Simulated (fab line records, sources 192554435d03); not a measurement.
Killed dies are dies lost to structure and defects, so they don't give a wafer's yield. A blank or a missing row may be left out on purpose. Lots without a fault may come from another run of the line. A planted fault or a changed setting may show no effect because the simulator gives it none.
Chamber matching | flow n5_finfet | N5_WELL_APT_DESCUM_30 on rie_diel-01: 4 sister chambers
The step chemistry O2, time 7.9 s. 4 wafers are shown with their chamber, then 10 later ones without.

WAFERS WITH THEIR CHAMBER
wafer  | chamber | showerhead_plenum_p_Torr (Torr)
L083.1 | 1       | 2.13
L086.6 | 3       | 2.11
L088.2 | 2       | 2.04
L088.4 | 0       | 2.22

WAFERS WITHOUT THEIR CHAMBER
wafer  | showerhead_plenum_p_Torr (Torr)
L088.5 | 2.10
L090.1 | 2.13
L090.4 | 2.22
L090.5 | 2.04
L093.1 | 2.04
L093.3 | 2.21
L093.5 | 2.12
L097.4 | 2.03
L097.5 | 2.03
L097.6 | 2.12

WHICH CHAMBER EACH WENT THROUGH
wafer  | from the rows above     | in truth
L088.5 | 3                       | 3
L090.1 | 1                       | 1
L090.4 | 0                       | 0
L090.5 | 2                       | 2
L093.1 | 2                       | 2
L093.3 | 0                       | 0
L093.5 | can't be placed: 1 or 3 | 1
L097.4 | 2                       | 2
L097.5 | 2                       | 2
L097.6 | can't be placed: 1 or 3 | 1
Placed correctly: 8 of 10. Can't be placed from these rows: 2 (the true chamber is among the candidates in 2). Placed wrongly: 0.
How it was worked out, from the rows above alone: a wafer's distance from a chamber is the root of the sum, over the readings, of the square of ((its reading less the chamber's mean) divided by the reading's scatter). The wafer belongs to the nearest chamber; if the next one is less than 2 further off, it can't be placed. A chamber's mean is the mean of its shown wafers. The scatter: with one shown wafer a chamber, the root of the mean of the squares of how far each hidden wafer lies from its nearest shown one.
